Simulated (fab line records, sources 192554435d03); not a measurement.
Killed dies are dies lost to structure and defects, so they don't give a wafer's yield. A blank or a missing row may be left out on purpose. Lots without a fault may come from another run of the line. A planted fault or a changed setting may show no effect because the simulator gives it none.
Chamber matching | flow n5_finfet | N5_BEOL_M7_CURE_74 on uv_cure-03: 3 sister chambers
The step cures SiCOH lowk, time 240 s. 20 wafers are shown with their chamber, then 10 later ones without.

WAFERS WITH THEIR CHAMBER
wafer  | chamber | wafer_temp_C_max | lamp_power_pct (%)
L077.4 | 2       | 388.1            | 52.25
L077.5 | 2       | 388.3            | 52.26
L077.6 | 2       | 387.7            | 52.31
L078.1 | 0       | 387.6            | 52.31
L078.2 | 0       | 387.6            | 52.26
L078.6 | 0       | 387.5            | 52.37
L081.2 | 0       | 387.7            | 52.38
L081.5 | 0       | 388.0            | 52.23
L081.6 | 0       | 387.4            | 52.31
L082.2 | 1       | 387.4            | 52.34
L082.4 | 1       | 386.9            | 52.34
L082.5 | 1       | 386.9            | 52.30
L083.2 | 0       | 388.8            | 52.28
L083.5 | 0       | 388.7            | 52.22
L083.6 | 0       | 386.4            | 52.33
L085.1 | 1       | 386.5            | 52.33
L085.2 | 1       | 386.4            | 52.32
L085.5 | 1       | 386.4            | 52.19
L090.2 | 1       | 386.7            | 52.27
L090.4 | 1       | 386.0            | 52.36

SIGNATURES (means of the wafers above)
reading          | chamber 0 | chamber 1 | chamber 2 | scatter within a chamber
wafer_temp_C_max | 387.744   | 386.650   | 388.033   | 0.572
lamp_power_pct   | 52.2989   | 52.3062   | 52.2733   | 0.0534
Rule: a wafer's distance from a chamber is the root of the sum, over the readings, of the square of ((its reading less the chamber's mean) divided by the reading's scatter). The wafer belongs to the nearest chamber; if the next one is less than 2 further off, it can't be placed. The scatter: the root of (the sum of the squares of (reading less its chamber's mean) over the shown wafers, divided by (wafers less chambers)).

WAFERS WITHOUT THEIR CHAMBER
wafer  | wafer_temp_C_max | lamp_power_pct (%)
L090.6 | 386.9            | 52.29
L092.3 | 388.3            | 52.26
L092.4 | 388.0            | 52.35
L092.5 | 388.9            | 52.34
L091.2 | 386.4            | 52.29
L091.4 | 387.3            | 52.32
L091.6 | 386.6            | 52.39
L097.1 | 386.9            | 52.30
L097.4 | 386.5            | 52.28
L097.6 | 386.6            | 52.25

WHICH CHAMBER EACH WENT THROUGH
wafer  | from the rows above          | in truth
L090.6 | can't be placed: 1 or 0 or 2 | 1
L092.3 | can't be placed: 2 or 0      | 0
L092.4 | can't be placed: 0 or 2 or 1 | 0
L092.5 | can't be placed: 2 or 0      | 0
L091.2 | can't be placed: 1 or 0      | 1
L091.4 | can't be placed: 0 or 1 or 2 | 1
L091.6 | can't be placed: 1 or 0 or 2 | 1
L097.1 | can't be placed: 1 or 0 or 2 | 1
L097.4 | can't be placed: 1 or 0      | 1
L097.6 | can't be placed: 1 or 0 or 2 | 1
Placed correctly: 0 of 10. Can't be placed from these rows: 10 (the true chamber is among the candidates in 10). Placed wrongly: 0.
